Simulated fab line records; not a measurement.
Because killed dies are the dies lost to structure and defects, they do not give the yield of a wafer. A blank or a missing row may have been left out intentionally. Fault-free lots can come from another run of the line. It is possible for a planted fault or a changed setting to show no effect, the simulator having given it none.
Which tool did it?    flow nand harc    14 lots with 42 wafers sampled at 4 steps, on a route of 1159 steps

## WHAT THE GAUGES READ, wafer by wafer
NHARC_P_CONTACT_INSPECT_27. Usual: raw defect count reads 275 (standard deviation 120).
lot   measured      on                 raw defect count  flag
L577  day 5 12:26   defect inspect-02  208 174 218       
L579  day 5 21:50   defect inspect-01  275 250 211       
L581  day 6 15:15   defect inspect-01  208 331 222       
L580  day 6 15:47   defect inspect-02  123 107 101       
L582  day 7 01:32   defect inspect-01  330 217 604       
L584  day 7 06:37   defect inspect-02  212 204 200       
L583  day 7 07:17   defect inspect-02  291 260 232       
L586  day 7 23:01   defect inspect-02  185 260 234       
L585  day 7 23:34   defect inspect-01  283 478 234       
L587  day 8 05:17   defect inspect-02  246 238 187       
L589  day 9 01:21   defect inspect-01  468 372 262       
L596  day 10 09:12  defect inspect-01  358 175 73        
L597  day 10 19:40  defect inspect-01  249 360 240       
L600  day 11 04:12  defect inspect-01  155 283 232       

## EACH LOT AND THE TOOL THAT RAN IT (in order: tool; ch and the chambers of the sampled wafers; start)
lot   NHARC_P_GATE_RTA_80               NHARC_P_CONTACT_PVD_32        NHARC_P_CONTACT_ALD_22
L577  rtp anneal-01 ch 0, day 5 05:03   pvd sputter-01, day 5 09:25   ald metal-04 ch 1,2,3, day 5 09:33
L579  rtp anneal-02 ch 0, day 5 15:31   pvd sputter-02, day 5 19:49   ald metal-02 ch 0,1,3, day 5 19:59
L581  rtp anneal-01 ch 0, day 6 07:04   pvd sputter-02, day 6 11:38   ald metal-03 ch 0,1, day 6 11:45
L580  rtp anneal-02 ch 0, day 6 07:45   pvd sputter-01, day 6 12:02   ald metal-02 ch 0,1,2, day 6 12:10
L582  rtp anneal-02 ch 0, day 6 19:14   pvd sputter-02, day 6 23:30   ald metal-02 ch 0,1,3, day 6 23:39
L584  rtp anneal-01 ch 0, day 7 01:06   pvd sputter-02, day 7 05:16   ald metal-04 ch 0,2,3, day 7 05:23
L583  rtp anneal-02 ch 0, day 7 01:31   pvd sputter-03, day 7 05:56   ald metal-02 ch 1,2,3, day 7 06:04
L586  rtp anneal-01 ch 0, day 7 14:44   pvd sputter-02, day 7 19:00   ald metal-03 ch 0,2,3, day 7 19:10
L585  rtp anneal-02 ch 0, day 7 15:23   pvd sputter-03, day 7 19:29   ald metal-04 ch 1,2,3, day 7 19:36
L587  rtp anneal-02 ch 0, day 7 23:56   pvd sputter-01, day 8 03:55   ald metal-04 ch 0,1, day 8 04:02
L589  rtp anneal-02 ch 0, day 8 16:31   pvd sputter-03, day 8 20:46   ald metal-04 ch 0,1,3, day 8 20:52
L596  rtp anneal-01 ch 0, day 10 03:40  pvd sputter-01, day 10 07:51  ald metal-04 ch 0,1,3, day 10 07:57
L597  rtp anneal-02 ch 0, day 10 12:18  pvd sputter-03, day 10 16:27  ald metal-03 ch 0,1, day 10 16:34
L600  rtp anneal-01 ch 0, day 10 20:07  pvd sputter-03, day 11 00:21  ald metal-04 ch 1,3, day 11 00:28
- NHARC_P_GATE_RTA_80: time 30 s.
- NHARC_P_CONTACT_PVD_32: deposits Ti, target thk 5 nm, time 17.7 s.
- NHARC_P_CONTACT_ALD_22: deposits TiN, target thk 3 nm, pulse time 1 s, ald cycles 150.

## AS READ BY THE TOOLS THEMSELVES (means over the sampled wafers that have a number; for cases with no such wafer, the mark the record gives instead)
NHARC_P_GATE_RTA_80. Usual: wafer_temp_C_max reads 301.3 (standard deviation 0.64).
lot   tool           wafer_temp_C_max  flag
L577  rtp anneal-01  301.7             
L579  rtp anneal-02  301.1             
L581  rtp anneal-01  301.6             
L580  rtp anneal-02  300.8             
L582  rtp anneal-02  300.9             
L584  rtp anneal-01  302.1             
L583  rtp anneal-02  300.8             
L586  rtp anneal-01  302.2             
L585  rtp anneal-02  301.0             
L587  rtp anneal-02  300.8             
L589  rtp anneal-02  301.0             
L596  rtp anneal-01  302.2             
L597  rtp anneal-02  300.7             
L600  rtp anneal-01  301.6             

NHARC_P_CONTACT_PVD_32. Usual: cathode dc power W 5000.0 W, standard deviation 0.95; chamber pressure pa 5.004 Pa, standard deviation 0.01; substrate temp c 200.00 C, standard deviation 0.17; throttle valve pct 29.7 %, standard deviation 0.87.
lot   tool            cathode dc power W (W)  chamber pressure pa (Pa)  substrate temp c (C)  throttle valve pct (%)  flag
L577  pvd sputter-01  4999.4                  5.002                     200.09                30.1                    
L579  pvd sputter-02  5000.7                  5.005                     199.97                29.5                    
L581  pvd sputter-02  4999.8                  5.022                     200.03                29.7                    
L580  pvd sputter-01  4999.5                  5.012                     200.19                29.6                    
L582  pvd sputter-02  4999.9                  4.996                     200.00                29.3                    
L584  pvd sputter-02  4998.7                  5.010                     199.91                29.3                    
L583  pvd sputter-03  4999.7                  5.004                     200.06                29.9                    
L586  pvd sputter-02  4999.7                  5.012                     199.96                29.6                    
L585  pvd sputter-03  4999.7                  4.997                     199.88                29.1                    
L587  pvd sputter-01  5000.3                  5.007                     200.03                28.8                    
L589  pvd sputter-03  4999.2                  5.007                     200.11                30.0                    
L596  pvd sputter-01  -                       -                         -                     -                       OFF
L597  pvd sputter-03  -                       -                         -                     -                       OFF
L600  pvd sputter-03  5001.2                  5.006                     200.09                29.9                    

NHARC_P_CONTACT_ALD_22. Usual: heater power w 1103 W, standard deviation 130; precursor pulse height rel 1.001, standard deviation 0.021.
lot   tool          heater power w (W)  precursor pulse height rel  flag
L577  ald metal-04  1108                1.034                       
L579  ald metal-02  1149                0.997                       
L581  ald metal-03  1166                1.006                       
L580  ald metal-02  1246                0.997                       
L582  ald metal-02  1144                1.002                       
L584  ald metal-04  1091                1.018                       
L583  ald metal-02  1183                1.005                       
L586  ald metal-03  997                 0.997                       
L585  ald metal-04  1107                0.997                       
L587  ald metal-04  1039                0.991                       
L589  ald metal-04  1047                0.985                       
L596  ald metal-04  1061                1.003                       
L597  ald metal-03  1187                0.992                       
L600  ald metal-04  1046                0.991                       

## THE ANSWER, worked out from the rows above alone
Rule: a lot counts as off when the mean over its wafers that have a number is more than 3 standard deviations away from the usual mean. Also off: a lot with no number at a reading for which 4 or more lots have one. Where the step has rows for the other lots, those lots are counted as sound. After the gauges, taken in route order, come the tools' own readings; for these a lot's mean is taken, as printed above. At the first step where some lot is off, the reading lying furthest off is the one used; lots without a number count as furthest.
Off, at NHARC_P_CONTACT_PVD_32 on cathode dc power W: L596, L597. Without a number there: L596, L597.
If a tool, at that step or one of the process steps before it, ran each lot that is off and ran no sound lot following the first of them, it fits. None of those tried fits.

## WHAT THE SIMULATOR HAD PUT IN
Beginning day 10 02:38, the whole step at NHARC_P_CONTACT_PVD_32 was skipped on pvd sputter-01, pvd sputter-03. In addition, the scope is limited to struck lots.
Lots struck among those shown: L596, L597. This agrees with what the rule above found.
